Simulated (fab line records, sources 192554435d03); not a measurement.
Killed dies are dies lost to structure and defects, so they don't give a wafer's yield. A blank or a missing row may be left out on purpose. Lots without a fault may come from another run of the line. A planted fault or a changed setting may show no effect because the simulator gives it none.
One fault seen from 2 desks | flow n5_finfet | each desk has only its own numbers; what lay behind them comes last

THE METROLOGY DESK
What the gauges read, lot by lot, whatever tool the lot ran on: means of the sampled wafers that have a number. A lot is out of limits, marked OUT, if its mean lies more than 4 standard deviations from the usual mean; the brackets give that distance.
Columns: A = cd_nm at N5_FIN_SAQP_CD_MEAS_31, usual 8.10 nm; B = cd_nm at N5_FIN_CUT_CD_MEAS_08, usual 29.00 nm; C = cd_nm at N5_STI_FIN_REVEAL_CD_MEAS_22, usual 6.29 nm
lot  | first seen here | A    | B     | C
L363 | day 2 02:31     | 8.08 | 28.98 | 6.11
L364 | day 2 08:37     | 8.10 | 28.83 | 6.32
L366 | day 2 21:06     | 7.85 | 28.76 | 6.30
L367 | day 3 04:15     | 8.13 | 28.97 | 7.35 (+4.4) OUT
L368 | day 3 07:19     | 8.25 | 29.20 | 7.43 (+4.8) OUT
L369 | day 3 13:43     | 7.93 | 29.21 | 7.23
L372 | day 4 08:17     | 8.27 | 28.75 | 6.20
L374 | day 4 23:58     | 8.05 | 29.20 | 6.30
L376 | day 5 08:40     | 8.01 | 29.23 | 6.18
L377 | day 5 13:40     | 8.14 | 28.91 | 6.28
L378 | day 5 19:58     | 7.84 | 29.03 | 6.30
L380 | day 6 10:41     | 7.97 | 29.16 | 6.28
L382 | day 7 09:41     | 8.07 | 28.69 | 6.49
This desk's finding: out of limits on L367, L368; first on L367, day 3 14:59 (cd_nm at N5_STI_FIN_REVEAL_CD_MEAS_22). In limits: L363, L364, L366, L369, L372, L374, L376, L377, L378, L380, L382.

THE TOOL OWNER'S DESK: plasma_asher-01
The tool's own readings at N5_STI_FIN_REVEAL_OXIDATION_31 (chemistry O2 PLASMA REMOTE, time 20 s): means of the sampled wafers that have a number, for each lot that ran on this tool. A lot is out of limits, marked OUT, if its mean lies more than 4 standard deviations from the usual mean; the brackets give that distance.
Columns: A = chamber_pressure_mTorr at N5_STI_FIN_REVEAL_OXIDATION_31, usual 1000.1 mTorr; B = drypump_motor_current_A at N5_STI_FIN_REVEAL_OXIDATION_31, usual 5.25 A; C = heater_power_w at N5_STI_FIN_REVEAL_OXIDATION_31, usual 148 W
lot  | first seen here | A      | B    | C
L366 | day 3 09:05     | 999.9  | 5.21 | 146
L372 | day 4 18:30     | 1000.4 | 5.20 | 145
L374 | day 5 11:53     | 1000.2 | 5.06 | 139
L376 | day 5 19:50     | 1000.6 | 5.06 | 143
L378 | day 6 06:16     | 999.9  | 5.22 | 144
L380 | day 7 07:52     | 999.9  | 5.21 | 146
L382 | day 7 20:11     | 999.9  | 5.05 | 140
This desk's finding: nothing out of limits on any of the 7 lots.

PUT TOGETHER
The metrology desk could have raised an alarm at day 3 14:59, on L367, L368.
The tool owner's desk saw nothing out of limits.
The tool owner's desk has no number on record for L367, L368.
Of the lots named, all ran N5_STI_FIN_REVEAL_OXIDATION_31 on plasma_asher-01.

WHAT THE SIMULATOR HAD PUT IN
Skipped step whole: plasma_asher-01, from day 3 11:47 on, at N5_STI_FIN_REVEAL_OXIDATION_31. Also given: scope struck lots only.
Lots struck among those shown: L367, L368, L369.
Hours from the fault's start to each desk's first reading out of limits: the metrology desk, 3.
